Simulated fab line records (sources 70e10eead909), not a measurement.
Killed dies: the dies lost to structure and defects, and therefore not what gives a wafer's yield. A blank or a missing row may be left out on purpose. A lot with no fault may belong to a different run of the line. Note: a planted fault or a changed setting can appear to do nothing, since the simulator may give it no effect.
Matching of chambers | flow nand-harc | NHARC_A_CONTACT_DEP_24 on pecvd-04 has 3 sister chambers
The step deposits SiO2, target thk 500 nm. 6 wafers are shown with their chamber, then 8 later ones without.

WAFERS, EACH WITH ITS CHAMBER
wafer  | chamber | heater-power-w (W) | throttle-valve-pct (%)
L084.6 | 2       | 345                | 15.8
L086.2 | 0       | 697                | 15.6
L086.6 | 2       | 353                | 15.9
L087.4 | 1       | 612                | 15.4
L087.6 | 0       | 699                | 15.8
L089.1 | 1       | 706                | 15.6

WAFERS WITHOUT THEIR CHAMBER
wafer  | heater-power-w (W) | throttle-valve-pct (%)
L089.4 | 662                | 15.8
L089.5 | 345                | 15.8
L094.2 | 621                | 15.6
L094.3 | 380                | 16.0
L094.5 | 730                | 15.3
L092.3 | 688                | 15.6
L092.5 | 641                | 15.7
L092.6 | 726                | 15.5

THE CHAMBER EACH PASSED THROUGH
wafer  | from the rows above     | in truth
L089.4 | can't be placed: 0 or 1 | 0
L089.5 | 2                       | 2
L094.2 | can't be placed: 1 or 0 | 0
L094.3 | 2                       | 2
L094.5 | can't be placed: 1 or 0 | 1
L092.3 | can't be placed: 0 or 1 | 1
L092.5 | can't be placed: 0 or 1 | 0
L092.6 | can't be placed: 1 or 0 | 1
Correct placement for 2 of the 8. These rows do not allow placing 6 (true chamber among the candidates in 6). Number placed wrongly: 0.
How it was worked out, from the rows above alone: a wafer's distance from a chamber is the root of the sum, over the readings, of the square of ((its reading less the chamber's mean) divided by the reading's scatter). If the next closest chamber is less than 2 further off than the closest, the wafer can't be placed; otherwise it belongs to the closest. A chamber's mean is the mean of its shown wafers. The scatter is the square root of a quotient: the sum, over the shown wafers, of each reading's squared deviation from its chamber's mean, divided by wafers minus chambers.
